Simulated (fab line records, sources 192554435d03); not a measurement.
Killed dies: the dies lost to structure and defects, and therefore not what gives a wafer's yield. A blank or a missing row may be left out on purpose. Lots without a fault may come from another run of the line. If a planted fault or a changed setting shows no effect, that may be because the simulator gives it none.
Matching of chambers -- flow n5_finfet -- N5_FIN_SAQP_STRIP_77 on rie_diel-05 has 4 sister chambers
The step strips in N2/H2, time 90 s. 7 wafers are shown with their chamber, then 7 later ones without.

## WAFERS WITH THEIR CHAMBER
wafer,chamber,drypump_motor_current_A (A),oes_product_au (a.u.)
L078.1,3,5.92,0.71
L078.3,0,5.55,0.84
L082.4,2,6.15,0.91
L082.5,1,5.81,0.69
L082.6,2,6.17,0.91
L090.2,0,5.62,0.81
L090.3,3,5.91,0.69

## WAFERS WITH NO CHAMBER GIVEN
wafer,drypump_motor_current_A (A),oes_product_au (a.u.)
L090.4,5.60,0.81
L092.4,5.90,0.68
L092.5,5.59,0.80
L092.6,6.18,0.86
L094.1,6.19,0.85
L094.2,5.93,0.68
L094.3,5.58,0.80

## WHICH CHAMBER EACH WENT THROUGH
wafer,from the rows above,in truth
L090.4,0,0
L092.4,can't be placed: 3 or 1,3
L092.5,0,0
L092.6,2,2
L094.1,2,2
L094.2,3,3
L094.3,0,0
Correct placement for 6 of the 7. From these rows, 1 cannot be placed; in 1 the true chamber is one of the candidates. Wrongly placed: 0.
How it was worked out, from the rows above alone: a wafer's distance from a chamber is the root of the sum, over the readings, of the square of ((its reading less the chamber's mean) divided by the reading's scatter). If the next closest chamber is less than 2 further off than the closest, the wafer can't be placed; otherwise it belongs to the closest. For every chamber, the mean is computed from those of its wafers that are shown. The scatter is the square root of a quotient: the sum, over the shown wafers, of each reading's squared deviation from its chamber's mean, divided by wafers minus chambers.
